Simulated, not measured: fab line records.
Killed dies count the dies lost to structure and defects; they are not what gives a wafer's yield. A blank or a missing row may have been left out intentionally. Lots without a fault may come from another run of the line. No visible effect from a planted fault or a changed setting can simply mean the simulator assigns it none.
Struck lot and sound lot, side by side ; flow nand harc ; 14 steps out of a route of 1159
Sound: these wafers, L540.1, L540.2, L540.6. Wafers L546.2, L546.4, L546.5 were the ones struck. The cause is given at the end.
Order at every step that has rows: each side's tool, ch and its chambers, its first start. Under that, the readings that differ: sound wafers ; struck wafers ; difference of the means ; sigmas: that difference in standard deviations of wafers without a fault.
alike: readings whose means differ by less than 2 such deviations, and words and numbers that are the same on both sides. not compared: withheld readings, readings that some wafer has no value for, bounds like >300 that may hide the same value, and numbers for which the record gives no deviation and whose values overlap.
Wherever a step has rows on one side only, a row that says differs or no value, or a row with sigmas, the two part there. Numbers that have no deviation but don't overlap get no sigmas and don't part them. A reading missing from all wafers of one side parts the sides only when that side holds two or more wafers.

first, 1 step without rows for these wafers: NHARC_A_ONON_D1_DEP_12 (target thk 1000 nm).
NHARC_A_ONON_D1_THK_MEAS_14: measures by ellipsometry.
  sound: film metro-01 at day 8 20:07; struck: film metro-02 at day 10 13:35
  alike: thk nm
then, 2 steps without rows for these wafers: NHARC_A_ONON_D1_ANNEAL_15 (time 3600 s); NHARC_A_ONON_D1_DEP_16 (target thk 1000 nm).
NHARC_A_ONON_D1_THK_MEAS_18: measures by ellipsometry.
  sound: film metro-02 at day 9 01:31; struck: film metro-01 at day 10 21:56
reading;sound;struck;difference;sigmas
thk nm (nm);980 979 978;1010 1009 1009;+30;+3
then, 1 step without rows for these wafers: NHARC_A_ONON_D1_DEP_19 (target thk 1000 nm).
NHARC_A_ONON_D1_THK_MEAS_21: measures by ellipsometry.
  sound: film metro-01 at day 9 02:05; struck: film metro-02 at day 10 22:29
reading;sound;struck;difference;sigmas
thk nm (nm);985 982 983;1010 1012 1012;+28;+2
then, 1 step without rows for these wafers: NHARC_A_ONON_D1_DEP_22 (target thk 1000 nm).
NHARC_A_ONON_D1_THK_MEAS_24: measures by ellipsometry.
  sound: film metro-01 at day 9 02:40; struck: film metro-01 at day 10 23:03
reading;sound;struck;difference;sigmas
thk nm (nm);1013 1013 1014;985 985 984;-29;-3
then, 1 step without rows for these wafers: NHARC_A_ONON_D1_DEP_25 (target thk 1000 nm).
NHARC_A_ONON_D1_THK_MEAS_27: measures by ellipsometry.
  sound: film metro-02 at day 9 03:14; struck: film metro-01 at day 10 23:37
  alike: thk nm
NHARC_A_ONON_D1_DEP_28: target thk 1000 nm.
  sound on pecvd onon-02 ch 0, day 9 03:17; struck on pecvd onon-02 ch 0, day 10 23:44
  alike: sih4 flow sccm
NHARC_A_ONON_D1_THK_MEAS_30: measures by ellipsometry.
  sound: film metro-02 at day 9 03:48; struck: film metro-02 at day 11 00:22
reading;sound;struck;difference;sigmas
thk nm (nm);1021 1021 1022;603 603 602;-419;-42
  not compared: hold
NHARC_A_ONON_D1_DEP_33: deposits SiO2, target thk 200 nm.
  sound on pecvd-02 ch 0,1,2, day 9 03:59; struck on pecvd-04 ch 0,1,2, day 11 06:53
reading;sound;struck;difference;sigmas
hold;- - -;await dispo/6.4h/release await dispo/6.4h/release await dispo/6.4h/release;no value on the sound wafers;
  alike: heater power w, rf fwd power W, throttle valve pct

WHERE THEY PART
Last at NHARC_A_ONON_D1_DEP_33 as far as this record goes, first at NHARC_A_ONON_D1_THK_MEAS_18.

WHY: what the simulator had put in
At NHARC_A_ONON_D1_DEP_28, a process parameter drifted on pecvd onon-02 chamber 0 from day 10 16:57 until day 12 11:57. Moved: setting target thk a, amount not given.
